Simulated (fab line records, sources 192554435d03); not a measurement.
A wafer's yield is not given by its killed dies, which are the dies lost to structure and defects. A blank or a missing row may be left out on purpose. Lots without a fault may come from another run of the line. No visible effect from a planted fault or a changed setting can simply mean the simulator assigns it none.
fab line records	flow n5Finfet	part 1 of 2: steps 1 to 19 of 29
record lots=5	wafers=15	lastDay=16
route steps=1938 shown BEOL_M8@1360
lots untouched by any fault: they come from a run of this same line in which no faults occurred
startH: hours from the record's opening day to when the first of the lot's shown wafers began	waitH: how many hours have passed since the lot's step before this one	" same as the row above	L1.1+2: one row covering several wafers at once	- value missing, or start not given	* or withheld: withheld	< > ~ a bound
route shown NAME@n: NAME is a module with steps in the file, n the number in the route of the first one	usual: the fault-free wafers' mean and standard deviation	same: alike in all rows	chamber/n: place in a boat	sites: readings site by site	_std_site: standard deviation across them	_edge_site: mean of outer sites minus mean of inner sites	radiusMm: how far each site lies from the wafer's centre	mask NAME#n: copy n	behind: the most recent tool/chamber to have shaped the wafer	hold: what put the lot on hold/how long, in hours/how the hold closed	device: which transistor (n, p or np) failed to switch	end of line: the same wafers' tests at the end of the route	a step with no rows: only its recipe	killed: the dies lost at the first sort to structure and to defects; this is not the yield of the wafer	map: a wafer's dies, x killed, . not, _ none there
set.NAME: setting as actually run; set.NAME@STEP: the setting as run at that earlier step	model.NAME: the simulator's own value behind a step, which no gauge read
lots at selected steps of the route; one table per step, one row per wafer
services: a tool's chamber out of use, with start hour (startH, from the record's first day; less than 0 if before it), hours out, and reason
## steps
# step N5_BEOL_M8_EBR_24
# recipe solvent=PGMEA	ebrWidthMm=1.5
lot.wafer	tool	chamber	startH	waitH
L075.1+3+5	lithoTrack-01	0	-	-
L077.2+4+5	lithoTrack-02	0	-	-
L086.2+4+5	lithoTrack-03	0	-	-
L088.1+4+6	lithoTrack-03	0	-	-
L091.1+2+4	lithoTrack-01	0	-	-
# step N5_BEOL_M8_SOFTBAKE_23
# recipe tempC=110	timeS=60	resist=CAR-EUV
# same timeS=60
lot.wafer	tool	chamber	startH	waitH
L075.1+3+5	lithoTrack-01	0	-	-
L077.2+4+5	lithoTrack-02	0	-	-
L086.2+4+5	lithoTrack-03	0	-	-
L088.1+4+6	lithoTrack-03	0	-	-
L091.1+2+4	lithoTrack-01	0	-	-
# step N5_BEOL_M8_EXPOSE_25
# recipe maskId=V7	na=0.33	sourceShape=annular	sigmaInner=0.4	sigmaOuter=0.8	polarization=unpolarized	targetCdNm=40	doseMj=42.5
# usual reticleTempC=23.03/0.13
lot.wafer	tool	chamber	startH	waitH	mask	reticleTempC
L077.2	euvScanner-01	0	231.47	-	V7#0	23.14
L077.4	"	0	"	"	V7#0	22.93
L077.5	"	0	"	"	V7#0	23.13
L075.1	euvScanner-01	0	231.54	-	V7#0	23.18
L075.3	"	0	"	"	V7#0	23.10
L075.5	"	0	"	"	V7#0	23.04
L086.2	euvScanner-01	0	294.30	-	V7#0	23.04
L086.4	"	0	"	"	V7#0	23.02
L086.5	"	0	"	"	V7#0	22.98
L088.1	euvScanner-01	0	313.03	-	V7#0	22.93
L088.4	"	0	"	"	V7#0	22.93
L088.6	"	0	"	"	V7#0	23.03
L091.1	euvScanner-02	0	324.13	-	V7#0	23.14
L091.2	"	0	"	"	V7#0	23.09
L091.4	"	0	"	"	V7#0	22.95
# step N5_BEOL_M8_PEB_26
# recipe pebTempC=100	pebTimeS=60	resist=CAR-EUV
lot.wafer	tool	chamber	startH	waitH
L077.2+4+5	lithoTrack-03	0	231.53	0.1
L075.1+3+5	lithoTrack-01	0	231.61	0.1
L086.2+4+5	lithoTrack-02	0	294.35	0.1
L088.1+4+6	lithoTrack-02	0	313.09	0.1
L091.1+2+4	lithoTrack-02	0	324.20	0.1
# step N5_BEOL_M8_DEVELOP_27
# recipe developTimeS=30	developer=TMAH	resist=CAR-EUV	rinseLiquid=surfactantRinse	dry=airSpin	devTempC=23
lot.wafer	tool	chamber	startH	waitH
L077.2+4+5	lithoTrack-03	0	-	-
L075.1+3+5	lithoTrack-01	0	-	-
L086.2+4+5	lithoTrack-02	0	-	-
L088.1+4+6	lithoTrack-02	0	-	-
L091.1+2+4	lithoTrack-02	0	-	-
# step N5_BEOL_M8_CD_MEAS_28
# recipe targetCdNm=40	landingEnergyEv=500	detector=seInlens
# usual cdNm=39.97/0.24
lot.wafer	tool	chamber	startH	waitH	cdNm
L077.2	cdSem-01	0	231.59	-	40.04
L077.4	"	0	"	"	40.03
L077.5	"	0	"	"	39.94
L075.1	cdSem-02	0	231.68	-	40.18
L075.3	"	0	"	"	40.43
L075.5	"	0	"	"	40.11
L086.2	cdSem-03	0	294.42	-	39.76
L086.4	"	0	"	"	39.89
L086.5	"	0	"	"	39.75
L088.1	cdSem-02	0	313.16	-	39.38
L088.4	"	0	"	"	40.13
L088.6	"	0	"	"	39.80
L091.1	cdSem-01	0	324.27	-	39.86
L091.2	"	0	"	"	40.24
L091.4	"	0	"	"	39.97
# step N5_BEOL_M8_OVL_MEAS_29
# recipe pointsPerWafer=522
# usual V7_OVL=0.1/0.78
# same pointsPerWafer=522
lot.wafer	tool	chamber	startH	waitH	V7_OVL[nm]
L077.2	overlay-02	0	231.63	0.0	-0.5
L077.4	"	0	"	"	0.7
L077.5	"	0	"	"	0.4
L075.1	overlay-02	0	231.71	0.0	-0.4
L075.3	"	0	"	"	0.2
L075.5	"	0	"	"	-0.3
L086.2	overlay-01	0	294.46	0.0	0.9
L086.4	"	0	"	"	0.0
L086.5	"	0	"	"	-0.6
L088.1	overlay-02	0	313.19	0.0	-0.9
L088.4	"	0	"	"	-0.2
L088.6	"	0	"	"	-0.6
L091.1	overlay-02	0	324.30	0.0	0.1
L091.2	"	0	"	"	1.1
L091.4	"	0	"	"	0.4
# step N5_BEOL_M8_INSPECT_30
# recipe mode=adi	inspectInstrument=brightfield
# usual rawDefectCount=425/100
lot.wafer	tool	chamber	startH	waitH	rawDefectCount
L077.2	defectInspect-02	-	231.68	0.0	457
L077.4	"	-	"	"	437
L077.5	"	-	"	"	493
L075.1	defectInspect-02	-	231.76	0.1	325
L075.3	"	-	"	"	442
L075.5	"	-	"	"	429
L086.2	defectInspect-01	-	294.51	0.0	314
L086.4	"	-	"	"	259
L086.5	"	-	"	"	272
L088.1	defectInspect-01	-	313.25	0.1	409
L088.4	"	-	"	"	580
L088.6	"	-	"	"	620
L091.1	defectInspect-02	-	324.36	0.1	415
L091.2	"	-	"	"	437
L091.4	"	-	"	"	506
# step N5_BEOL_M8_DESCUM_33
# recipe chemistry=O2	timeS=7	sourcePowerW=50	biasPowerW=20	pressureMtorr=20	rfFrequencyHz=2.712e+07	tempC=40	resist=CAR-EUV	o2FlowSccm=225
# usual biasPowerW=20.00/0.059	drypumpMotorCurrentA=5.5/0.49	oesProductAu=0.77/0.066	rfVppV=243.8/1.2	showerheadPlenumPTorr=2.13/0.06	throttleValvePct=20.56/0.2
# same timeS=7
lot.wafer	tool	chamber	startH	waitH	biasPowerW	drypumpMotorCurrentA	oesProductAu	rfHoursCounterH	rfVppV	showerheadPlenumPTorr	throttleValvePct
L077.2	rieDiel-05	0	231.77	0.1	20.07	6.2	0.82	94	242.7	2.04	20.81
L077.4	"	2	"	"	19.97	5.6	0.86	67	243.9	2.21	20.40
L077.5	"	1	"	"	19.91	5.7	0.83	-	240.8	2.03	20.45
L075.1	rieDiel-03	0	231.87	0.1	20.04	5.7	0.73	164	244.5	2.17	20.48
L075.3	"	1	"	"	19.98	5.2	0.78	135	242.9	2.11	20.55
L075.5	"	2	"	"	20.00	5.3	0.74	-	244.6	2.11	20.94
L086.2	rieDiel-03	0	294.54	0.0	19.89	5.7	0.71	188	243.3	2.16	20.50
L086.4	"	1	"	"	19.95	5.2	0.77	157	242.1	2.10	20.58
L086.5	"	0	"	"	19.89	5.6	0.71	-	245.3	2.16	20.51
L088.1	rieDiel-01	2	313.39	0.1	19.90	4.9	0.68	224	244.6	2.17	20.85
L088.4	"	3	"	"	19.97	5.3	0.68	231	246.1	2.14	20.38
L088.6	"	1	"	"	19.99	5.2	0.81	-	242.8	2.13	20.58
L091.1	rieDiel-05	1	324.39	0.0	19.96	5.6	0.79	120	241.1	2.02	20.50
L091.2	"	2	"	"	19.93	5.6	0.81	104	244.3	2.20	20.47
L091.4	"	3	"	"	19.92	4.6	0.78	117	244.9	2.20	20.62
# step N5_BEOL_M8_ETCH_72
# recipe chemistry=N2/H2	target=underlayer	targetDepthA=65	maskMaterial=CAR-EUV	timeS=5.2	ionEnergyEv=200	pressureMtorr=30	sourceW=840	biasW=150	n2FlowSccm=200	h2FlowSccm=200	ends=cleared
# usual drypumpMotorCurrentA=5.5/0.5	etchRfOnTimeS=5.17/0.14	oesProductAu=0.66/0.054	rfVppV=525.2/2.3	showerheadPlenumPTorr=2.59/0.074	throttleValvePct=17.97/0.093
lot.wafer	tool	chamber	startH	waitH	drypumpMotorCurrentA	etchRfOnTimeS	oesProductAu	rfHoursCounterH	rfVppV	showerheadPlenumPTorr	throttleValvePct
L077.2	rieDiel-05	0	231.80	0.0	6.2	5.31	0.68	94	523.7	2.45	17.99
L077.4	"	2	"	"	5.6	4.83	0.74	67	528.3	2.70	17.96
L077.5	"	1	"	"	5.7	5.10	0.71	-	523.7	2.48	18.03
L075.1	rieDiel-03	0	231.91	0.0	5.7	5.01	0.64	164	524.4	2.65	17.99
L075.3	"	1	"	"	5.2	5.22	0.67	135	522.8	2.56	18.01
L075.5	"	2	"	"	5.3	5.15	0.65	-	523.0	2.54	18.11
L086.2	rieDiel-03	0	294.58	0.0	5.7	5.16	0.62	188	527.4	2.64	18.03
L086.4	"	1	"	"	5.2	5.26	0.64	157	525.2	2.55	18.06
L086.5	"	0	"	"	5.7	5.16	0.62	-	525.9	2.64	18.05
L088.1	rieDiel-01	2	313.43	0.0	5.0	5.19	0.60	224	527.6	2.59	18.03
L088.4	"	3	"	"	5.4	5.13	0.59	231	523.2	2.61	17.94
L088.6	"	1	"	"	5.3	5.16	0.68	-	524.3	2.57	17.84
L091.1	rieDiel-05	1	324.43	0.0	5.7	5.11	0.69	120	522.6	2.46	18.09
L091.2	"	2	"	"	5.6	4.93	0.70	104	527.7	2.69	18.03
L091.4	"	3	"	"	4.6	5.32	0.66	117	526.7	2.66	17.97
# step N5_BEOL_M8_ETCH_65
# recipe chemistry=CF4	target=SiARC	targetDepthA=156	maskMaterial=CAR-EUV	timeS=26	ionEnergyEv=80	pressureMtorr=40	sourceW=545	biasW=36	Ar_flow_sccm=100	cf4FlowSccm=100	ends=cleared
# usual drypumpMotorCurrentA=5.5/0.49	etchRfOnTimeS=25.9/0.69	oesProductAu=0.66/0.056	rfVppV=184.6/1.1	showerheadPlenumPTorr=2.18/0.064	throttleValvePct=15.70/0.17
lot.wafer	tool	chamber	startH	waitH	drypumpMotorCurrentA	etchRfOnTimeS	oesProductAu	rfHoursCounterH	rfVppV	showerheadPlenumPTorr	throttleValvePct
L077.2	rieDiel-05	0	231.82	0.0	6.1	26.7	0.68	94	184.1	2.07	15.76
L077.4	"	2	"	"	5.6	24.6	0.74	67	184.1	2.26	15.62
L077.5	"	1	"	"	5.7	25.3	0.71	-	183.6	2.07	15.52
L075.1	rieDiel-03	0	231.92	0.0	5.7	25.2	0.64	164	185.3	2.22	15.65
L075.3	"	1	"	"	5.2	26.6	0.66	135	183.5	2.14	15.61
L075.5	"	2	"	"	5.3	26.6	0.63	-	183.7	2.15	15.97
L086.2	rieDiel-03	0	294.59	0.0	5.6	25.8	0.62	188	185.0	2.21	15.70
L086.4	"	1	"	"	5.2	26.6	0.65	157	183.6	2.14	15.66
L086.5	"	0	"	"	5.7	25.6	0.61	-	184.7	2.21	15.70
L088.1	rieDiel-01	2	313.44	0.0	4.9	25.7	0.60	224	184.9	2.20	16.00
L088.4	"	3	"	"	5.3	26.1	0.59	231	183.3	2.21	15.78
L088.6	"	1	"	"	5.3	25.8	0.69	-	184.0	2.15	15.53
L091.1	rieDiel-05	1	324.44	0.0	5.7	25.4	0.69	120	182.1	2.06	15.58
L091.2	"	2	"	"	5.6	25.1	0.70	104	185.5	2.25	15.67
L091.4	"	3	"	"	4.7	27.1	0.66	117	185.6	2.25	15.79
# step N5_BEOL_M8_ETCH_66
# recipe chemistry=N2/H2	target=SOC	targetDepthA=800	overetchA=160	maskMaterial=SiARC	tempC=40	timeS=120	ionEnergyEv=200	pressureMtorr=30	sourceW=840	biasW=150	n2FlowSccm=200	h2FlowSccm=200
# usual drypumpMotorCurrentA=5.5/0.5	oesProductAu=0.59/0.045	rfVppV=525.1/2.2	showerheadPlenumPTorr=2.59/0.074	throttleValvePct=17.93/0.093
# same timeS=120
lot.wafer	tool	chamber	startH	waitH	drypumpMotorCurrentA	oesProductAu	rfHoursCounterH	rfVppV	showerheadPlenumPTorr	throttleValvePct
L077.2	rieDiel-05	0	231.85	0.0	6.2	0.62	94	522.5	2.45	17.94
L077.4	"	2	"	"	5.6	0.64	67	528.4	2.70	17.89
L077.5	"	1	"	"	5.7	0.63	-	521.3	2.48	17.99
L075.1	rieDiel-03	0	231.95	0.0	5.7	0.56	164	527.6	2.65	17.97
L075.3	"	1	"	"	5.3	0.60	135	524.5	2.56	17.96
L075.5	"	2	"	"	5.3	0.57	-	524.8	2.54	18.05
L086.2	rieDiel-03	0	294.62	0.0	5.7	0.55	188	525.5	2.64	18.00
L086.4	"	1	"	"	5.2	0.59	157	525.1	2.55	18.00
L086.5	"	0	"	"	5.7	0.55	-	525.7	2.64	18.01
L088.1	rieDiel-01	2	313.47	0.0	5.0	0.54	224	526.5	2.60	18.00
L088.4	"	3	"	"	5.3	0.52	231	526.0	2.61	17.88
L088.6	"	1	"	"	5.2	0.62	-	525.3	2.57	17.79
L091.1	rieDiel-05	1	324.47	0.0	5.6	0.60	120	521.4	2.46	18.04
L091.2	"	2	"	"	5.6	0.60	104	527.5	2.69	17.96
L091.4	"	3	"	"	4.6	0.61	117	526.8	2.66	17.93
# step N5_BEOL_M8_STRIP_69
# recipe chemistry=N2/H2	tempC=40	n2FlowSccm=200	h2FlowSccm=200	rfFrequencyHz=6e+07
lot.wafer	tool	chamber	startH	waitH
L077.2+4+5	rieDiel-05	0,2,1	231.93	0.0
L075.1+3+5	rieDiel-03	0,1,2	232.03	0.0
L086.2+4+5	rieDiel-03	0,1,0	294.70	0.0
L088.1+4+6	rieDiel-01	2,3,1	313.55	0.0
L091.1+2+4	rieDiel-05	1,2,3	324.55	0.0
# step N5_BEOL_M8_STRIP_73
# recipe chemistry=N2/H2	tempC=40	n2FlowSccm=200	h2FlowSccm=200	rfFrequencyHz=6e+07
lot.wafer	tool	chamber	startH	waitH
L077.2+4+5	rieDiel-05	0,2,1	231.94	0.0
L075.1+3+5	rieDiel-03	0,1,2	232.04	0.0
L086.2+4+5	rieDiel-03	0,1,0	294.71	0.0
L088.1+4+6	rieDiel-01	2,3,1	313.56	0.0
L091.1+2+4	rieDiel-05	1,2,3	324.56	0.0
# step N5_BEOL_M8_VIA_ETCH_34
# recipe chemistry=C4F6/O2	target=SiCOH_lowk	targetDepthA=1255	maskMaterial=SOC	taperDeg=4	timeS=50.5	ionEnergyEv=250	pressureMtorr=30	sourceW=345	biasW=185	Ar_flow_sccm=300	C4F6_flow_sccm=10	O2_flow_sccm=10
# usual drypumpMotorCurrentA=5.5/0.5	oesProductAu=0.77/0.063	rfVppV=668/14	showerheadPlenumPTorr=2.90/0.084	throttleValvePct=21.01/0.16
# same timeS=50.5
lot.wafer	tool	chamber	startH	waitH	drypumpMotorCurrentA	oesProductAu	rfHoursCounterH	rfVppV	showerheadPlenumPTorr	throttleValvePct
L077.2	rieDiel-05	0	231.95	0.0	6.2	0.82	94	645	2.76	21.14
L077.4	"	2	"	"	5.6	0.86	67	679	3.02	21.01
L077.5	"	1	"	"	5.7	0.83	-	639	2.75	20.85
L075.1	rieDiel-03	0	232.05	0.0	5.7	0.74	164	664	2.94	20.89
L075.3	"	1	"	"	5.2	0.78	135	665	2.85	20.91
L075.5	"	2	"	"	5.3	0.74	-	687	2.87	21.38
L086.2	rieDiel-03	0	294.72	0.0	5.7	0.72	188	667	2.93	20.91
L086.4	"	1	"	"	5.2	0.77	157	665	2.85	20.98
L086.5	"	0	"	"	5.7	0.72	-	664	2.93	20.92
L088.1	rieDiel-01	2	313.57	0.0	5.0	0.69	224	672	2.92	21.21
L088.4	"	3	"	"	5.3	0.68	231	682	2.93	21.00
L088.6	"	1	"	"	5.2	0.80	-	671	2.88	20.91
L091.1	rieDiel-05	1	324.57	0.0	5.7	0.80	120	637	2.74	20.89
L091.2	"	2	"	"	5.6	0.81	104	677	3.00	21.05
L091.4	"	3	"	"	4.6	0.77	117	669	2.98	21.09
# step N5_BEOL_M8_STRIP_76
# recipe chemistry=C4F6/O2	resist=SiARC	rfFrequencyHz=6e+07
lot.wafer	tool	chamber	startH	waitH
L077.2+4+5	rieDiel-05	0,2,1	231.99	0.0
L075.1+3+5	rieDiel-03	0,1,2	232.09	0.0
L086.2+4+5	rieDiel-03	0,1,0	294.77	0.0
L088.1+4+6	rieDiel-01	2,3,1	313.61	0.0
L091.1+2+4	rieDiel-05	1,2,3	324.61	0.0
# step N5_BEOL_M8_STRIP_36
# recipe chemistry=N2/H2	powerW=450	tempC=40	pressureMtorr=20	rfFrequencyHz=6e+07	overashFraction=0.3	biasPowerW=7	h2Frac=0.5	n2FlowSccm=200	h2FlowSccm=200
# usual biasPowerW=7.002/0.021	drypumpMotorCurrentA=5.5/0.5	oesProductAu=0.77/0.065	rfVppV=59.4/1.4	showerheadPlenumPTorr=2.59/0.074	throttleValvePct=23.77/0.14
lot.wafer	tool	chamber	startH	waitH	biasPowerW	drypumpMotorCurrentA	oesProductAu	rfHoursCounterH	rfVppV	showerheadPlenumPTorr	throttleValvePct
L077.2	rieDiel-05	0	232.00	0.0	7.020	6.2	0.82	94	59.6	2.45	23.73
L077.4	"	2	"	"	6.982	5.6	0.86	67	61.2	2.70	23.76
L077.5	"	1	"	"	6.987	5.6	0.83	-	58.0	2.47	24.04
L075.1	rieDiel-03	0	232.10	0.0	7.013	5.7	0.73	164	59.2	2.65	23.88
L075.3	"	1	"	"	6.981	5.3	0.78	135	60.8	2.56	23.89
L075.5	"	2	"	"	6.993	5.3	0.74	-	56.8	2.53	23.85
L086.2	rieDiel-03	0	294.78	0.0	6.999	5.7	0.71	188	57.9	2.64	23.93
L086.4	"	1	"	"	6.995	5.3	0.75	157	61.5	2.55	23.89
L086.5	"	0	"	"	7.024	5.7	0.71	-	58.4	2.64	23.92
L088.1	rieDiel-01	2	313.62	0.0	6.970	5.0	0.68	224	59.3	2.59	23.65
L088.4	"	3	"	"	6.993	5.3	0.69	231	59.4	2.61	23.68
L088.6	"	1	"	"	6.992	5.2	0.82	-	57.8	2.57	23.59
L091.1	rieDiel-05	1	324.62	0.0	6.950	5.7	0.78	120	59.3	2.46	24.07
L091.2	"	2	"	"	7.026	5.6	0.81	104	57.8	2.68	23.81
L091.4	"	3	"	"	6.975	4.6	0.77	117	58.8	2.66	23.76
# step N5_BEOL_M8_TRENCH_ETCH_37
# recipe chemistry=C4F6/O2	targetDepthA=934.78	target=SiCOH_lowk	timeS=31.2	ionEnergyEv=250	pressureMtorr=30	sourceW=345	biasW=185	Ar_flow_sccm=300	C4F6_flow_sccm=10	O2_flow_sccm=10
# usual drypumpMotorCurrentA=5.5/0.5	oesProductAu=0.77/0.063	rfVppV=667/14	showerheadPlenumPTorr=2.90/0.084	throttleValvePct=21.04/0.17
# same timeS=31.2
lot.wafer	tool	chamber	startH	waitH	drypumpMotorCurrentA	oesProductAu	rfHoursCounterH	rfVppV	showerheadPlenumPTorr	throttleValvePct
L077.2	rieDiel-05	0	-	-	6.2	0.82	94	645	2.76	21.17
L077.4	"	2	"	"	5.6	0.86	67	678	3.02	21.05
L077.5	"	1	"	"	5.6	0.83	-	638	2.75	20.87
L075.1	rieDiel-03	0	-	-	5.6	0.74	164	664	2.94	20.90
L075.3	"	1	"	"	5.2	0.78	135	665	2.85	20.94
L075.5	"	2	"	"	5.3	0.75	-	687	2.87	21.42
L086.2	rieDiel-03	0	-	-	5.7	0.73	188	663	2.93	20.95
L086.4	"	1	"	"	5.2	0.75	157	665	2.84	20.99
L086.5	"	0	"	"	5.7	0.73	-	665	2.93	20.94
L088.1	rieDiel-01	2	-	-	4.9	0.70	224	672	2.92	21.22
L088.4	"	3	"	"	5.3	0.68	231	680	2.93	21.01
L088.6	"	1	"	"	5.2	0.80	-	672	2.88	20.95
L091.1	rieDiel-05	1	-	-	5.7	0.79	120	638	2.74	20.91
L091.2	"	2	"	"	5.6	0.81	104	679	3.00	21.09
L091.4	"	3	"	"	4.6	0.77	117	668	2.98	21.13
# step N5_BEOL_M8_ETCH_41
# recipe chemistry=CH3F/O2	target=SiCN	targetDepthA=319	taperDeg=2	timeS=57.8	ionEnergyEv=120	maskMaterial=TiN	pressureMtorr=30	sourceW=395	biasW=75	Ar_flow_sccm=150	CH3F_flow_sccm=30	O2_flow_sccm=20
# usual drypumpMotorCurrentA=5.5/0.5	oesProductAu=0.77/0.062	rfVppV=298.0/1.4	showerheadPlenumPTorr=2.04/0.062	throttleValvePct=16.43/0.16
# same timeS=57.8
lot.wafer	tool	chamber	startH	waitH	drypumpMotorCurrentA	oesProductAu	rfHoursCounterH	rfVppV	showerheadPlenumPTorr	throttleValvePct
L077.2	rieDiel-05	0	-	-	6.2	0.80	94	295.1	1.94	16.56
L077.4	"	2	"	"	5.6	0.85	67	299.5	2.12	16.39
L077.5	"	1	"	"	5.7	0.83	-	296.4	1.93	16.26
L075.1	rieDiel-03	0	-	-	5.7	0.74	164	299.5	2.07	16.32
L075.3	"	1	"	"	5.2	0.78	135	296.1	2.00	16.34
L075.5	"	2	"	"	5.3	0.74	-	297.5	2.02	16.72
L086.2	rieDiel-03	0	-	-	5.7	0.72	188	299.4	2.06	16.38
L086.4	"	1	"	"	5.2	0.75	157	297.1	2.00	16.38
L086.5	"	0	"	"	5.7	0.72	-	297.9	2.06	16.36
L088.1	rieDiel-01	2	-	-	4.9	0.69	224	297.6	2.06	16.69
L088.4	"	3	"	"	5.4	0.68	231	297.9	2.06	16.47
L088.6	"	1	"	"	5.3	0.81	-	298.0	2.02	16.32
L091.1	rieDiel-05	1	-	-	5.6	0.80	120	295.1	1.92	16.31
L091.2	"	2	"	"	5.6	0.81	104	298.5	2.11	16.44
L091.4	"	3	"	"	4.6	0.78	117	298.5	2.10	16.47
